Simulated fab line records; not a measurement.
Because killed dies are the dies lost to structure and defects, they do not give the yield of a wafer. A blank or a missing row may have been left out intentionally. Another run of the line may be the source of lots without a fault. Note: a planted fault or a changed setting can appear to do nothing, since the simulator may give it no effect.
Problem report, 8D (eight disciplines) form, completed by code ; flow n5Finfet ; the parts of the form that need people (team, actions taken, sign-off) are left out

== 1. THE PROBLEM ==
platenRpm at N5_MOL_CONTACT_COAG_CMP_28 reads a mean of 53.88 rpm on 6 wafers of 2 lots; wafers without a fault read 51.80 rpm with a standard deviation of 0.036. Relative to the usual mean, that is a shift of +58 standard deviations.
The step: polishes, stops on SiNx, t overpolish 0.85 s, target thk 14.522 nm.
The first sign was on wafer L405.2 at day 7 11:25, on cmp-03. Wafers with a number at this step in the record: 30, from 10 lots. Rule for "out" (also "out of limits"): further than 4 standard deviations from the usual mean. The other wafers with a number count as sound.

== 2. WHAT IT IS, AND WHAT IT ISN'T ==
question;is;is not
which readings at this step;platenRpm;retainingRingPressureFrac
which lots;L405, L406;L396, L397, L400, L402, L411, L413, L418, L419
which wafers of those lots;all that have a number;-
read on which tools;cmp-03;cmp-02
when;from day 7 11:25;"up to then (12 sound wafers); but 12 sound wafers of L411, L413, L418, L419 came after"

== 3. WHAT RULES OUT EACH SUSPECT ==
Counting: a tool stays on the suspect list if, at a process step up to the reading, it processed all lots that are out and no sound lot following the first of them.
- rtpAnneal-01 at N5_MOL_CONTACT_COAG_SIL_ANNEAL_21 (time 60 s): ruled out as a lasting fault. Following L405 (day 7 04:58), the first lot on it that is out, the sound lots L418 were run on it.
- rtpAnneal-02 at N5_MOL_CONTACT_COAG_ANNEAL_113 (time 300 s): ruled out as a lasting fault. Following L405 (day 7 06:12), the first lot on it that is out, the sound lots L411, L413, L418, L419 were run on it.
- cmp-03 at N5_MOL_CONTACT_COAG_CMP_28 (polishes, stops on SiNx, t overpolish 0.85 s, target thk 14.522 nm): ruled out as a lasting fault. Following L405 (day 7 11:25), the first lot on it that is out, the sound lots L419 were run on it.
Left after counting: nothing in the record.

== 4. THE CAUSE (what the simulator had put in) ==
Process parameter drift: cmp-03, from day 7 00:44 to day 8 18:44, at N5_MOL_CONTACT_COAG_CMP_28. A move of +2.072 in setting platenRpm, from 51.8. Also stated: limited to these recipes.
Counting ruled it out, wrongly.

== 5. THE CHAIN OF EFFECTS, in route order ==
Each row: a reading whose mean over the struck wafers that have a number lies more than 3 standard deviations from the usual. Only readings whose record carries a usual standard deviation are examined. hours: median over the lots of the time between each lot's start at the first step of this table that gives one and its start at this step. sigmas: the change, counted in usual standard deviations.
hours;step;reading;usual;on struck wafers;change;sigmas
0;N5_MOL_CONTACT_COAG_CMP_28;platenRpm;51.80 rpm;53.88;+2.08;+58
The process steps in it:
- N5_MOL_CONTACT_COAG_CMP_28: polishes, stops on SiNx, t overpolish 0.85 s, target thk 14.522 nm.
Later steps that measure or inspect, where all struck wafers having a row at the step show a number for every such reading and not one has moved that far: N5_MOL_CONTACT_COAG_THK_MEAS_29, N5_BEOL_M4_RC_MEAS_101.

== 6. HOW IT WOULD HAVE BEEN CAUGHT EARLIER ==
In this record the first reading out of limits was taken at day 7 11:25, 11 hours after the fault began at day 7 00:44.
